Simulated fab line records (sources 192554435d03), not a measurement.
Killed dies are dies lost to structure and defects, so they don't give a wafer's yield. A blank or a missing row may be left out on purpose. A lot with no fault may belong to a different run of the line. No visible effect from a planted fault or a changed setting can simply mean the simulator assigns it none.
A sampling plan put to the test :: flow n5 finfet :: one line in one fab, 11 faults in these records, each fault weighed on the records of the lots it struck
The plan is the line's own looks: the steps of the route at which a gauge or an inspection reads the wafer and doesn't change it. A look can be judged if struck wafers have a number there and the file gives its usual mean and standard deviation on fault-free wafers. Caught: at a look after the fault's first step, the mean of the struck wafers lies 4 or more of those standard deviations (sigma) from the usual mean. On the tool: the identical test, applied to the tool's own readings at the steps of the fault. Caught also covers a different recipe on the struck wafers, or a record left blank for those wafers only.

## THE FAULTS, as the simulator had put them in
1. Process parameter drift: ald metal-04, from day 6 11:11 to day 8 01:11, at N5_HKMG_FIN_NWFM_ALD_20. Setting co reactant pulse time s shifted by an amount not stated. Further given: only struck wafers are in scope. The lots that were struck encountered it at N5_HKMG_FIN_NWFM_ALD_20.
2. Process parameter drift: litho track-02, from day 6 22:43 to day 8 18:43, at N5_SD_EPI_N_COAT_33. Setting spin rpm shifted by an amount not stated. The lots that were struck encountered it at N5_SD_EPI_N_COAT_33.
3. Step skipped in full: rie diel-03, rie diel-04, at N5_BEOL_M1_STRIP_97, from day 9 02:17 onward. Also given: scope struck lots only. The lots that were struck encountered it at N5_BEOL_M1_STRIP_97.
4. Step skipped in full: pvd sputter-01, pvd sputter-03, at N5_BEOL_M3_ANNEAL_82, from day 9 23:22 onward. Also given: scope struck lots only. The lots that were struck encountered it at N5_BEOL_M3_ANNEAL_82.
5. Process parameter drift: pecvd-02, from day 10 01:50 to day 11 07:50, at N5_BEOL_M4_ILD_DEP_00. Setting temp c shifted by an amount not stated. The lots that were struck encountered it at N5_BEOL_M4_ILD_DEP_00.
6. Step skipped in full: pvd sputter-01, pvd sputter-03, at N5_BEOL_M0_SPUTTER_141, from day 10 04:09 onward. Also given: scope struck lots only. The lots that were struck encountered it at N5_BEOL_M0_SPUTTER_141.
7. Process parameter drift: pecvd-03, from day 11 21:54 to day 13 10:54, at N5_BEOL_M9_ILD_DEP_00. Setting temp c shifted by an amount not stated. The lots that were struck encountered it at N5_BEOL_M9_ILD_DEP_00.
8. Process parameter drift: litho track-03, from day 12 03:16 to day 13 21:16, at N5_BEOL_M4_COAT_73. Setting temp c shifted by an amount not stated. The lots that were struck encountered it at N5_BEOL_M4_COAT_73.
9. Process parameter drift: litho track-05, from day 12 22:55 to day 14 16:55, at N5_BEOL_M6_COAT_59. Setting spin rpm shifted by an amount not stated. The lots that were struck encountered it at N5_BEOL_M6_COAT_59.
10. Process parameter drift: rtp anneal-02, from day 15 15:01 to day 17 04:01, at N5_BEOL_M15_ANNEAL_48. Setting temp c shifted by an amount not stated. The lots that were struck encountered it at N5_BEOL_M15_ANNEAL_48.
11. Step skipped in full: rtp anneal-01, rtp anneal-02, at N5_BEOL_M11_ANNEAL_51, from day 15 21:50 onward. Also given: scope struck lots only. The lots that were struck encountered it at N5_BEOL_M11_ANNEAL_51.

## WHAT THE PLAN SAW
fault: 1
on the tool itself: under 2 sigma
first look that catches it: not the one look that can be judged after it
reading, sigma: -
median hours from its first step to that look: -
hours from the fault's start to the first struck lot there: -
judged looks passed uncaught: 1

fault: 2
on the tool itself: spin speed rpm -62 sigma
first look that catches it: not the one look that can be judged after it
reading, sigma: -
median hours from its first step to that look: -
hours from the fault's start to the first struck lot there: -
judged looks passed uncaught: 1

fault: 3
on the tool itself: the tool's record is blank for the struck wafers
first look that catches it: none of the 2 looks that can be judged after it
reading, sigma: -
median hours from its first step to that look: -
hours from the fault's start to the first struck lot there: -
judged looks passed uncaught: 2

fault: 4
on the tool itself: the tool's record is blank for the struck wafers
first look that catches it: not the one look that can be judged after it
reading, sigma: -
median hours from its first step to that look: -
hours from the fault's start to the first struck lot there: -
judged looks passed uncaught: 1

fault: 5
on the tool itself: susceptor temp C +5.0 sigma
first look that catches it: not the one look that can be judged after it
reading, sigma: -
median hours from its first step to that look: -
hours from the fault's start to the first struck lot there: -
judged looks passed uncaught: 1

fault: 6
on the tool itself: the tool's record is blank for the struck wafers
first look that catches it: not the one look that can be judged after it
reading, sigma: -
median hours from its first step to that look: -
hours from the fault's start to the first struck lot there: -
judged looks passed uncaught: 1

fault: 7
on the tool itself: susceptor temp C -9.2 sigma
first look that catches it: not the one look that can be judged after it
reading, sigma: -
median hours from its first step to that look: -
hours from the fault's start to the first struck lot there: -
judged looks passed uncaught: 1

fault: 8
on the tool itself: plate temp C +49 sigma
first look that catches it: not the one look that can be judged after it
reading, sigma: -
median hours from its first step to that look: -
hours from the fault's start to the first struck lot there: -
judged looks passed uncaught: 1

fault: 9
on the tool itself: spin speed rpm +66 sigma
first look that catches it: no look after it can be judged
reading, sigma: -
median hours from its first step to that look: -
hours from the fault's start to the first struck lot there: -
judged looks passed uncaught: 0

fault: 10
on the tool itself: wafer_temp_C_max +10 sigma
first look that catches it: no look after it can be judged
reading, sigma: -
median hours from its first step to that look: -
hours from the fault's start to the first struck lot there: -
judged looks passed uncaught: 0

fault: 11
on the tool itself: the tool's record is blank for the struck wafers
first look that catches it: not the one look that can be judged after it
reading, sigma: -
median hours from its first step to that look: -
hours from the fault's start to the first struck lot there: -
judged looks passed uncaught: 1
Dash: fault not caught, or number not given in these records.

Caught at a look: 0 of 11. Caught on the tool: 10 of 11. By one or the other: 10 of 11.
Caught on the tool alone: faults 2, 3, 4, 5, 6, 7, 8, 9, 10, 11.
Caught by neither: fault 1.
